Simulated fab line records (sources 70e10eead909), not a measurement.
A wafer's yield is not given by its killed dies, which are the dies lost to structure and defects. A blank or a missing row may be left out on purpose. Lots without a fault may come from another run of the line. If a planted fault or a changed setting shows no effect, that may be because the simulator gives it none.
Which tool is to blame? || flow nand harc || Sampling: 24 lots, 72 wafers, 4 of 1302 route steps

## WHAT THE GAUGES READ, wafer by wafer
NHARC_A_CONTACT_CD_MEAS_42: the cd target is 300 nm.
{"lot": "L075", "measured": "day 21 21:35", "on": "cd sem-03", "cd nm (nm)": "300.9 300.3 300.3"}
{"lot": "L074", "measured": "day 22 02:10", "on": "cd sem-01", "cd nm (nm)": "299.9 299.9 300.6"}
{"lot": "L076", "measured": "day 22 07:46", "on": "cd sem-03", "cd nm (nm)": "300.1 300.2 299.8"}
{"lot": "L077", "measured": "day 22 07:31", "on": "cd sem-03", "cd nm (nm)": "300.4 300.1 299.9"}
{"lot": "L078", "measured": "day 22 16:26", "on": "cd sem-03", "cd nm (nm)": "300.0 299.6 299.0"}
{"lot": "L079", "measured": "day 22 20:43", "on": "cd sem-02", "cd nm (nm)": "300.9 300.5 301.0"}
{"lot": "L080", "measured": "day 23 08:43", "on": "cd sem-01", "cd nm (nm)": "300.2 300.5 300.1"}
{"lot": "L081", "measured": "day 24 05:52", "on": "cd sem-03", "cd nm (nm)": "299.6 300.3 300.3"}
{"lot": "L082", "measured": "day 25 05:03", "on": "cd sem-02", "cd nm (nm)": "299.5 299.0 299.9"}
{"lot": "L083", "measured": "day 25 10:45", "on": "cd sem-03", "cd nm (nm)": "300.8 300.6 301.1"}
{"lot": "L084", "measured": "day 25 18:14", "on": "cd sem-03", "cd nm (nm)": "299.4 299.4 300.2"}
{"lot": "L085", "measured": "day 25 19:51", "on": "cd sem-01", "cd nm (nm)": "300.9 300.4 300.2"}
{"lot": "L086", "measured": "day 26 06:28", "on": "cd sem-01", "cd nm (nm)": "300.2 301.1 301.1"}
{"lot": "L088", "measured": "day 27 03:51", "on": "cd sem-01", "cd nm (nm)": "299.8 301.2 300.5"}
{"lot": "L087", "measured": "day 27 14:07", "on": "cd sem-03", "cd nm (nm)": "300.8 300.7 299.9"}
{"lot": "L089", "measured": "day 27 20:15", "on": "cd sem-01", "cd nm (nm)": "300.7 300.6 301.2"}
{"lot": "L091", "measured": "day 28 13:43", "on": "cd sem-02", "cd nm (nm)": "300.1 300.0 300.9"}
{"lot": "L090", "measured": "day 28 11:33", "on": "cd sem-02", "cd nm (nm)": "300.4 300.8 299.9"}
{"lot": "L092", "measured": "day 29 06:59", "on": "cd sem-03", "cd nm (nm)": "299.9 300.2 300.0"}
{"lot": "L093", "measured": "day 29 06:05", "on": "cd sem-01", "cd nm (nm)": "300.6 299.4 301.1"}
{"lot": "L094", "measured": "day 30 00:05", "on": "cd sem-02", "cd nm (nm)": "300.7 300.2 300.7"}
{"lot": "L096", "measured": "day 30 06:25", "on": "cd sem-02", "cd nm (nm)": "299.9 299.3 299.7"}
{"lot": "L095", "measured": "day 30 10:42", "on": "cd sem-03", "cd nm (nm)": "299.5 299.2 299.6"}
{"lot": "L097", "measured": "day 31 02:59", "on": "cd sem-01", "cd nm (nm)": "300.0 299.9 300.7"}

NHARC_A_CONTACT_OVL_MEAS_43.
{"lot": "L075", "measured": "day 21 21:40", "on": "overlay-02", "overlay x nm (nm)": "-0.2 0.6 0.1", "overlay y nm (nm)": "-0.1 -0.1 0.0"}
{"lot": "L074", "measured": "day 22 02:16", "on": "overlay-01", "overlay x nm (nm)": "-0.2 0.0 -0.1", "overlay y nm (nm)": "0.4 0.0 0.3"}
{"lot": "L076", "measured": "day 22 07:51", "on": "overlay-01", "overlay x nm (nm)": "-1.8 -1.9 -1.4", "overlay y nm (nm)": "0.8 0.8 1.1"}
{"lot": "L077", "measured": "day 22 07:35", "on": "overlay-01", "overlay x nm (nm)": "-3.0 -2.8 -3.0", "overlay y nm (nm)": "0.0 -1.3 -0.3"}
{"lot": "L078", "measured": "day 22 16:32", "on": "overlay-02", "overlay x nm (nm)": "0.4 0.0 -0.1", "overlay y nm (nm)": "-1.2 -1.0 -1.6"}
{"lot": "L079", "measured": "day 22 20:48", "on": "overlay-02", "overlay x nm (nm)": "0.6 0.3 0.3", "overlay y nm (nm)": "-0.6 -0.2 -0.6"}
{"lot": "L080", "measured": "day 23 08:48", "on": "overlay-02", "overlay x nm (nm)": "1.7 1.1 1.3", "overlay y nm (nm)": "0.8 0.0 0.9"}
{"lot": "L081", "measured": "day 24 05:58", "on": "overlay-01", "overlay x nm (nm)": "0.0 -0.4 0.3", "overlay y nm (nm)": "-0.9 -1.1 -1.5"}
{"lot": "L082", "measured": "day 25 05:08", "on": "overlay-02", "overlay x nm (nm)": "0.7 0.3 1.0", "overlay y nm (nm)": "-0.2 0.0 0.4"}
{"lot": "L083", "measured": "day 25 10:50", "on": "overlay-02", "overlay x nm (nm)": "0.0 -0.4 -0.5", "overlay y nm (nm)": "0.1 0.8 0.5"}
{"lot": "L084", "measured": "day 25 18:19", "on": "overlay-02", "overlay x nm (nm)": "2.1 1.6 2.2", "overlay y nm (nm)": "-0.4 -0.3 0.0"}
{"lot": "L085", "measured": "day 25 19:56", "on": "overlay-02", "overlay x nm (nm)": "1.3 0.6 1.4", "overlay y nm (nm)": "-0.2 0.2 -0.1"}
{"lot": "L086", "measured": "day 26 06:34", "on": "overlay-02", "overlay x nm (nm)": "-0.6 -0.5 0.4", "overlay y nm (nm)": "0.8 0.6 1.0"}
{"lot": "L088", "measured": "day 27 03:56", "on": "overlay-01", "overlay x nm (nm)": "0.3 -0.6 0.4", "overlay y nm (nm)": "-0.8 -0.6 -1.1"}
{"lot": "L087", "measured": "day 27 14:13", "on": "overlay-02", "overlay x nm (nm)": "1.5 1.3 1.4", "overlay y nm (nm)": "0.5 0.5 0.0"}
{"lot": "L089", "measured": "day 27 20:20", "on": "overlay-02", "overlay x nm (nm)": "-0.4 -0.1 -0.5", "overlay y nm (nm)": "-1.0 -0.6 -1.0"}
{"lot": "L091", "measured": "day 28 13:49", "on": "overlay-02", "overlay x nm (nm)": "0.1 0.7 0.4", "overlay y nm (nm)": "-0.7 -0.2 -0.7"}
{"lot": "L090", "measured": "day 28 11:38", "on": "overlay-01", "overlay x nm (nm)": "0.6 0.2 0.3", "overlay y nm (nm)": "-0.9 -0.9 -1.2"}
{"lot": "L092", "measured": "day 29 07:05", "on": "overlay-01", "overlay x nm (nm)": "0.8 0.8 0.7", "overlay y nm (nm)": "-1.0 -1.0 -0.7"}
{"lot": "L093", "measured": "day 29 06:11", "on": "overlay-02", "overlay x nm (nm)": "0.3 0.5 0.7", "overlay y nm (nm)": "-0.5 0.1 -0.6"}
{"lot": "L094", "measured": "day 30 00:10", "on": "overlay-02", "overlay x nm (nm)": "0.9 1.4 1.0", "overlay y nm (nm)": "0.2 -0.3 0.0"}
{"lot": "L096", "measured": "day 30 06:30", "on": "overlay-01", "overlay x nm (nm)": "-1.1 -0.9 -0.9", "overlay y nm (nm)": "0.4 0.2 0.6"}
{"lot": "L095", "measured": "day 30 10:47", "on": "overlay-01", "overlay x nm (nm)": "-0.1 0.1 0.0", "overlay y nm (nm)": "0.0 -0.1 0.6"}
{"lot": "L097", "measured": "day 31 03:04", "on": "overlay-01", "overlay x nm (nm)": "0.1 1.2 1.2", "overlay y nm (nm)": "0.5 0.8 0.4"}

## WHICH TOOL RAN EACH LOT (tool, then ch and the chambers of the sampled wafers, then the start)
{"lot": "L075", "NHARC_A_SLIT_ETCH_26": "har etch-01 ch 0, day 20 10:17", "NHARC_A_WL_FILL_CMP_12": "cmp-01 ch 0,1, day 21 14:36"}
{"lot": "L074", "NHARC_A_SLIT_ETCH_26": "har etch-02 ch 0,1, day 20 16:49", "NHARC_A_WL_FILL_CMP_12": "cmp-01 ch 0,2, day 21 19:51"}
{"lot": "L076", "NHARC_A_SLIT_ETCH_26": "har etch-02 ch 1, day 20 20:37", "NHARC_A_WL_FILL_CMP_12": "cmp-01 ch 0,1,2, day 22 01:36"}
{"lot": "L077", "NHARC_A_SLIT_ETCH_26": "har etch-01 ch 0,1, day 20 23:12", "NHARC_A_WL_FILL_CMP_12": "cmp-02 ch 0,1,2, day 22 01:33"}
{"lot": "L078", "NHARC_A_SLIT_ETCH_26": "har etch-01 ch 0,1, day 21 07:10", "NHARC_A_WL_FILL_CMP_12": "cmp-02 ch 0,2, day 22 08:35"}
{"lot": "L079", "NHARC_A_SLIT_ETCH_26": "har etch-02 ch 0,1, day 21 10:11", "NHARC_A_WL_FILL_CMP_12": "cmp-02 ch 1,2, day 22 14:35"}
{"lot": "L080", "NHARC_A_SLIT_ETCH_26": "har etch-02 ch 0,1, day 21 22:25", "NHARC_A_WL_FILL_CMP_12": "cmp-01 ch 0,1,3, day 23 02:43"}
{"lot": "L081", "NHARC_A_SLIT_ETCH_26": "har etch-02 ch 0,1, day 22 17:19", "NHARC_A_WL_FILL_CMP_12": "cmp-01 ch 0,2,3, day 23 22:26"}
{"lot": "L082", "NHARC_A_SLIT_ETCH_26": "har etch-01 ch 0,1, day 23 19:06", "NHARC_A_WL_FILL_CMP_12": "cmp-02 ch 0,2,3, day 24 22:51"}
{"lot": "L083", "NHARC_A_SLIT_ETCH_26": "har etch-01 ch 0,1, day 24 03:08", "NHARC_A_WL_FILL_CMP_12": "cmp-03 ch 0,1,3, day 25 04:32"}
{"lot": "L084", "NHARC_A_SLIT_ETCH_26": "har etch-02 ch 0,1, day 24 07:26", "NHARC_A_WL_FILL_CMP_12": "cmp-01 ch 2,3, day 25 12:14"}
{"lot": "L085", "NHARC_A_SLIT_ETCH_26": "har etch-01 ch 0,1, day 24 07:31", "NHARC_A_WL_FILL_CMP_12": "cmp-03 ch 0,1,2, day 25 12:14"}
{"lot": "L086", "NHARC_A_SLIT_ETCH_26": "har etch-02 ch 0,1, day 24 21:52", "NHARC_A_WL_FILL_CMP_12": "cmp-03 ch 0,1,2, day 26 00:20"}
{"lot": "L088", "NHARC_A_SLIT_ETCH_26": "har etch-01 ch 0, day 25 19:05", "NHARC_A_WL_FILL_CMP_12": "cmp-01 ch 0,1,2, day 26 21:04"}
{"lot": "L087", "NHARC_A_SLIT_ETCH_26": "har etch-01 ch 0,1, day 26 05:08", "NHARC_A_WL_FILL_CMP_12": "cmp-02 ch 0,1,3, day 27 08:03"}
{"lot": "L089", "NHARC_A_SLIT_ETCH_26": "har etch-02 ch 0,1, day 26 12:05", "NHARC_A_WL_FILL_CMP_12": "cmp-01 ch 1,2,3, day 27 14:10"}
{"lot": "L091", "NHARC_A_SLIT_ETCH_26": "har etch-02 ch 0,1, day 27 03:19", "NHARC_A_WL_FILL_CMP_12": "cmp-03 ch 2,3, day 28 05:43"}
{"lot": "L090", "NHARC_A_SLIT_ETCH_26": "har etch-01 ch 0,1, day 27 04:32", "NHARC_A_WL_FILL_CMP_12": "cmp-02 ch 1,2,3, day 28 05:28"}
{"lot": "L092", "NHARC_A_SLIT_ETCH_26": "har etch-02 ch 0,1, day 27 18:28", "NHARC_A_WL_FILL_CMP_12": "cmp-03 ch 0,2,3, day 28 23:29"}
{"lot": "L093", "NHARC_A_SLIT_ETCH_26": "har etch-01 ch 0, day 27 18:37", "NHARC_A_WL_FILL_CMP_12": "cmp-02 ch 2,3, day 28 23:29"}
{"lot": "L094", "NHARC_A_SLIT_ETCH_26": "har etch-02 ch 0,1, day 28 11:26", "NHARC_A_WL_FILL_CMP_12": "cmp-02 ch 1,2,3, day 29 13:23"}
{"lot": "L096", "NHARC_A_SLIT_ETCH_26": "har etch-02 ch 0,1, day 28 19:29", "NHARC_A_WL_FILL_CMP_12": "cmp-01 ch 0,2,3, day 29 21:53"}
{"lot": "L095", "NHARC_A_SLIT_ETCH_26": "har etch-01 ch 0, day 29 00:17", "NHARC_A_WL_FILL_CMP_12": "cmp-02 ch 1,2,3, day 30 02:55"}
{"lot": "L097", "NHARC_A_SLIT_ETCH_26": "har etch-02 ch 0,1, day 29 17:17", "NHARC_A_WL_FILL_CMP_12": "cmp-03 ch 0,1,3, day 30 19:02"}
- NHARC_A_SLIT_ETCH_26: etches the open film in C4F8/O2/Ar, time 90 s, target depth 400 nm.
- NHARC_A_WL_FILL_CMP_12: polishes, t overpolish 30 s, target thk 100 nm.

## AS READ BY THE TOOLS THEMSELVES (means over the sampled wafers that have a number; for cases with no such wafer, the mark the record gives instead)
NHARC_A_SLIT_ETCH_26.
{"lot": "L075", "tool": "har etch-01", "bias v (V)": 398, "drypump motor current A (A)": 6.4, "showerhead plenum p Torr (Torr)": 3.68, "throttle valve pct (%)": 27.611}
{"lot": "L074", "tool": "har etch-02", "bias v (V)": 399, "drypump motor current A (A)": 5.3, "showerhead plenum p Torr (Torr)": 3.73, "throttle valve pct (%)": 27.617}
{"lot": "L076", "tool": "har etch-02", "bias v (V)": 398, "drypump motor current A (A)": 5.1, "showerhead plenum p Torr (Torr)": 3.72, "throttle valve pct (%)": 27.623}
{"lot": "L077", "tool": "har etch-01", "bias v (V)": 400, "drypump motor current A (A)": 5.7, "showerhead plenum p Torr (Torr)": 3.54, "throttle valve pct (%)": 27.620}
{"lot": "L078", "tool": "har etch-01", "bias v (V)": 396, "drypump motor current A (A)": 6.0, "showerhead plenum p Torr (Torr)": 3.60, "throttle valve pct (%)": 27.623}
{"lot": "L079", "tool": "har etch-02", "bias v (V)": 399, "drypump motor current A (A)": 5.5, "showerhead plenum p Torr (Torr)": 3.71, "throttle valve pct (%)": 27.617}
{"lot": "L080", "tool": "har etch-02", "bias v (V)": 402, "drypump motor current A (A)": 5.5, "showerhead plenum p Torr (Torr)": 3.71, "throttle valve pct (%)": 27.626}
{"lot": "L081", "tool": "har etch-02", "bias v (V)": 399, "drypump motor current A (A)": 5.6, "showerhead plenum p Torr (Torr)": 3.70, "throttle valve pct (%)": 27.626}
{"lot": "L082", "tool": "har etch-01", "bias v (V)": 399, "drypump motor current A (A)": 5.6, "showerhead plenum p Torr (Torr)": 3.52, "throttle valve pct (%)": 27.615}
{"lot": "L083", "tool": "har etch-01", "bias v (V)": 398, "drypump motor current A (A)": 6.0, "showerhead plenum p Torr (Torr)": 3.58, "throttle valve pct (%)": 27.617}
{"lot": "L084", "tool": "har etch-02", "bias v (V)": 401, "drypump motor current A (A)": 5.3, "showerhead plenum p Torr (Torr)": 3.70, "throttle valve pct (%)": 27.614}
{"lot": "L085", "tool": "har etch-01", "bias v (V)": 402, "drypump motor current A (A)": 5.7, "showerhead plenum p Torr (Torr)": 3.52, "throttle valve pct (%)": 27.623}
{"lot": "L086", "tool": "har etch-02", "bias v (V)": 398, "drypump motor current A (A)": 5.6, "showerhead plenum p Torr (Torr)": 3.68, "throttle valve pct (%)": 27.619}
{"lot": "L088", "tool": "har etch-01", "bias v (V)": 402, "drypump motor current A (A)": 6.4, "showerhead plenum p Torr (Torr)": 3.64, "throttle valve pct (%)": 27.625}
{"lot": "L087", "tool": "har etch-01", "bias v (V)": 397, "drypump motor current A (A)": 5.7, "showerhead plenum p Torr (Torr)": 3.50, "throttle valve pct (%)": 27.616}
{"lot": "L089", "tool": "har etch-02", "bias v (V)": 394, "drypump motor current A (A)": 5.6, "showerhead plenum p Torr (Torr)": 3.67, "throttle valve pct (%)": 27.618}
{"lot": "L091", "tool": "har etch-02", "bias v (V)": 396, "drypump motor current A (A)": 5.5, "showerhead plenum p Torr (Torr)": 3.67, "throttle valve pct (%)": 27.617}
{"lot": "L090", "tool": "har etch-01", "bias v (V)": 395, "drypump motor current A (A)": 6.0, "showerhead plenum p Torr (Torr)": 3.56, "throttle valve pct (%)": 27.619}
{"lot": "L092", "tool": "har etch-02", "bias v (V)": 402, "drypump motor current A (A)": 5.4, "showerhead plenum p Torr (Torr)": 3.67, "throttle valve pct (%)": 27.623}
{"lot": "L093", "tool": "har etch-01", "bias v (V)": 399, "drypump motor current A (A)": 6.4, "showerhead plenum p Torr (Torr)": 3.62, "throttle valve pct (%)": 27.617}
{"lot": "L094", "tool": "har etch-02", "bias v (V)": 401, "drypump motor current A (A)": 5.3, "showerhead plenum p Torr (Torr)": 3.67, "throttle valve pct (%)": 27.615}
{"lot": "L096", "tool": "har etch-02", "bias v (V)": 400, "drypump motor current A (A)": 5.3, "showerhead plenum p Torr (Torr)": 3.66, "throttle valve pct (%)": 27.619}
{"lot": "L095", "tool": "har etch-01", "bias v (V)": 396, "drypump motor current A (A)": 6.4, "showerhead plenum p Torr (Torr)": 3.61, "throttle valve pct (%)": 27.613}
{"lot": "L097", "tool": "har etch-02", "bias v (V)": 403, "drypump motor current A (A)": 5.3, "showerhead plenum p Torr (Torr)": 3.66, "throttle valve pct (%)": 27.625}

NHARC_A_WL_FILL_CMP_12.
{"lot": "L075", "tool": "cmp-01", "motor current A (A)": 11.5, "overpolish run s (s)": 30.005, "time to endpoint s (s)": 20.8}
{"lot": "L074", "tool": "cmp-01", "motor current A (A)": 11.3, "overpolish run s (s)": 29.999, "time to endpoint s (s)": 20.5}
{"lot": "L076", "tool": "cmp-01", "motor current A (A)": 11.7, "overpolish run s (s)": 29.999, "time to endpoint s (s)": 20.1}
{"lot": "L077", "tool": "cmp-02", "motor current A (A)": 15.2, "overpolish run s (s)": 30.000, "time to endpoint s (s)": 20.1}
{"lot": "L078", "tool": "cmp-02", "motor current A (A)": 15.5, "overpolish run s (s)": 29.998, "time to endpoint s (s)": 23.9}
{"lot": "L079", "tool": "cmp-02", "motor current A (A)": 14.3, "overpolish run s (s)": 29.999, "time to endpoint s (s)": 17.4}
{"lot": "L080", "tool": "cmp-01", "motor current A (A)": 12.3, "overpolish run s (s)": 29.998, "time to endpoint s (s)": 23.7}
{"lot": "L081", "tool": "cmp-01", "motor current A (A)": 12.1, "overpolish run s (s)": 30.004, "time to endpoint s (s)": 24.0}
{"lot": "L082", "tool": "cmp-02", "motor current A (A)": 13.9, "overpolish run s (s)": 30.007, "time to endpoint s (s)": 19.7}
{"lot": "L083", "tool": "cmp-03", "motor current A (A)": 11.9, "overpolish run s (s)": 30.002, "time to endpoint s (s)": 19.3}
{"lot": "L084", "tool": "cmp-01", "motor current A (A)": 11.7, "overpolish run s (s)": 30.002, "time to endpoint s (s)": 22.1}
{"lot": "L085", "tool": "cmp-03", "motor current A (A)": 11.3, "overpolish run s (s)": 29.995, "time to endpoint s (s)": 20.9}
{"lot": "L086", "tool": "cmp-03", "motor current A (A)": 11.6, "overpolish run s (s)": 29.997, "time to endpoint s (s)": 19.4}
{"lot": "L088", "tool": "cmp-01", "motor current A (A)": 11.7, "overpolish run s (s)": 30.001, "time to endpoint s (s)": 19.9}
{"lot": "L087", "tool": "cmp-02", "motor current A (A)": 13.0, "overpolish run s (s)": 30.002, "time to endpoint s (s)": 20.0}
{"lot": "L089", "tool": "cmp-01", "motor current A (A)": 11.7, "overpolish run s (s)": 29.996, "time to endpoint s (s)": 22.3}
{"lot": "L091", "tool": "cmp-03", "motor current A (A)": 11.4, "overpolish run s (s)": 29.994, "time to endpoint s (s)": 21.9}
{"lot": "L090", "tool": "cmp-02", "motor current A (A)": 13.2, "overpolish run s (s)": 30.001, "time to endpoint s (s)": 16.4}
{"lot": "L092", "tool": "cmp-03", "motor current A (A)": 11.5, "overpolish run s (s)": 30.004, "time to endpoint s (s)": 21.7}
{"lot": "L093", "tool": "cmp-02", "motor current A (A)": 13.6, "overpolish run s (s)": 29.997, "time to endpoint s (s)": 17.8}
{"lot": "L094", "tool": "cmp-02", "motor current A (A)": 13.5, "overpolish run s (s)": 30.006, "time to endpoint s (s)": 18.3}
{"lot": "L096", "tool": "cmp-01", "motor current A (A)": 11.7, "overpolish run s (s)": 30.000, "time to endpoint s (s)": 22.6}
{"lot": "L095", "tool": "cmp-02", "motor current A (A)": 13.2, "overpolish run s (s)": 29.994, "time to endpoint s (s)": 18.0}
{"lot": "L097", "tool": "cmp-03", "motor current A (A)": 11.8, "overpolish run s (s)": 29.996, "time to endpoint s (s)": 21.1}

## THE ANSWER, worked out from the rows above alone
Rule: usual is defined by the lots themselves. Put in order of their means at a reading, lots are off if they are a third of the lots or fewer, leave a main group of 4 or more, and stand apart from it by a gap of 3 or more times the standard deviation of the main group's means; of several such gaps the widest counts. A main group is skipped when, at the precision printed for the reading in the tables above, its means are all equal. A lot without any number at a reading at which 4 lots or more have one is off too. Any other lot the step has rows for is counted as sound. After the gauges, taken in route order, come the tools' own readings; for these a lot's mean is taken, as printed above. At the first step where some lot is off, the reading lying furthest off is the one used; lots without a number count as furthest.
None of the lots is off at any reading shown; this tells nothing.

## WHAT HAD BEEN PUT IN BY THE SIMULATOR
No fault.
